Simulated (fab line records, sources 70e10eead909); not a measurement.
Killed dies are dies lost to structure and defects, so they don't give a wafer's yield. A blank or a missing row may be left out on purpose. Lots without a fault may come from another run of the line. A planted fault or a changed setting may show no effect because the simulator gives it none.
Which tool did it? | flow nand_harc | 11 lots, 33 wafers sampled, at 5 steps of a route of 1302

WHAT THE GAUGES READ, wafer by wafer
NHARC_END_SORT_01.
lot  | measured     | on        | defect_limited_yield (%)
L314 | day 25 15:47 | prober-01 | 93.1 93.5 93.9
L313 | day 25 15:43 | prober-02 | 91.0 91.0 89.7
L315 | day 26 03:46 | prober-02 | 88.6 89.4 89.7
L319 | day 27 09:45 | prober-02 | 85.4 88.0 87.6
L326 | day 30 00:19 | prober-01 | 86.9 84.0 85.2
L330 | day 32 04:28 | prober-01 | 91.1 91.6 90.7
L333 | day 32 04:27 | prober-02 | 93.2 94.8 95.7
L331 | day 32 11:26 | prober-01 | 92.0 89.4 90.7
L332 | day 32 19:11 | prober-01 | 90.5 88.9 91.1
L334 | day 33 12:08 | prober-02 | 93.2 93.2 93.4
L336 | day 34 10:21 | prober-02 | 94.4 94.1 94.1

WHICH TOOL RAN EACH LOT (tool, then ch and the chambers of the sampled wafers, then the start)
lot  | NHARC_A_BLC_CVD_24                       | NHARC_A_M0_DESCUM_14               | NHARC_A_M0_ETCH_34                 | NHARC_A_M0_DEGAS_28
L314 | cvd_w-02 ch 0,1, day 23 21:41 or earlier | rie_diel-01 ch 0,2,3, day 23 21:41 | rie_diel-01 ch 1,2,3, day 23 21:46 | pvd_sputter-03, day 23 22:39
L313 | cvd_w-02 ch 0,1, day 23 22:26 or earlier | rie_diel-01 ch 0,1,2, day 23 22:26 | rie_diel-01 ch 1,2,3, day 23 22:31 | pvd_sputter-01, day 23 23:24
L315 | cvd_w-02 ch 0,1, day 24 14:23 or earlier | rie_diel-11 ch 0,1, day 24 14:23   | rie_diel-11 ch 0,2, day 24 14:29   | pvd_sputter-01, day 24 15:19
L319 | cvd_w-02 ch 0,1, day 25 13:44 or earlier | rie_diel-08 ch 0,2,3, day 25 13:44 | rie_diel-08 ch 0,2,3, day 25 13:49 | pvd_sputter-03, day 25 14:38
L326 | cvd_w-01 ch 0,1, day 28 05:17 or earlier | rie_diel-01 ch 0,1,2, day 28 05:17 | rie_diel-01 ch 0,1,2, day 28 05:24 | pvd_sputter-02, day 28 06:22
L330 | cvd_w-02 ch 0,1, day 30 08:14 or earlier | rie_diel-08 ch 2,3, day 30 08:14   | rie_diel-08 ch 0,1,3, day 30 08:19 | pvd_sputter-01, day 30 09:12
L333 | cvd_w-02 ch 0,1, day 30 14:52 or earlier | rie_diel-11 ch 2,3, day 30 14:52   | rie_diel-11 ch 0,3, day 30 14:57   | pvd_sputter-01, day 30 15:47
L331 | cvd_w-02 ch 0,1, day 30 15:28 or earlier | rie_diel-01 ch 0,2,3, day 30 15:28 | rie_diel-01 ch 0,3, day 30 15:33   | pvd_sputter-02, day 30 16:24
L332 | cvd_w-02 ch 0, day 30 22:44 or earlier   | rie_diel-01 ch 1,2,3, day 30 22:44 | rie_diel-01 ch 0,2,3, day 30 22:49 | pvd_sputter-03, day 30 23:39
L334 | cvd_w-02 ch 0,1, day 31 18:48 or earlier | rie_diel-08 ch 0,2,3, day 31 18:48 | rie_diel-08 ch 1,2,3, day 31 18:52 | pvd_sputter-02, day 31 19:42
L336 | cvd_w-02 ch 0,1, day 32 18:26 or earlier | rie_diel-08 ch 0,2,3, day 32 18:26 | rie_diel-08 ch 2,3, day 32 18:32   | pvd_sputter-03, day 32 19:23
- NHARC_A_BLC_CVD_24: deposits W, target thk 150 nm, time 434 s.
- NHARC_A_M0_DESCUM_14: chemistry O2, time 3 s.
- NHARC_A_M0_ETCH_34: etches the open film in N2/H2, target depth 40 nm, overetch 12 nm, time 43.94 s.
- NHARC_A_M0_DEGAS_28: time 60 s.

THE ANSWER, worked out from the rows above alone
Rule: what is usual is taken from the lots themselves. Put in order of their means at a reading, lots are off if they are a third of the lots or fewer, leave a main group of 4 or more, and stand apart from it by a gap of 3 or more times the standard deviation of the main group's means; of several such gaps the widest counts. A main group whose means are all the same, to the digits that the tables above print for the reading, isn't used. A lot without any number at a reading at which 4 lots or more have one is off too. The other lots that the step has rows for count as sound.
No lot is off at any reading shown: from this, nothing can be told.

WHAT THE SIMULATOR HAD PUT IN
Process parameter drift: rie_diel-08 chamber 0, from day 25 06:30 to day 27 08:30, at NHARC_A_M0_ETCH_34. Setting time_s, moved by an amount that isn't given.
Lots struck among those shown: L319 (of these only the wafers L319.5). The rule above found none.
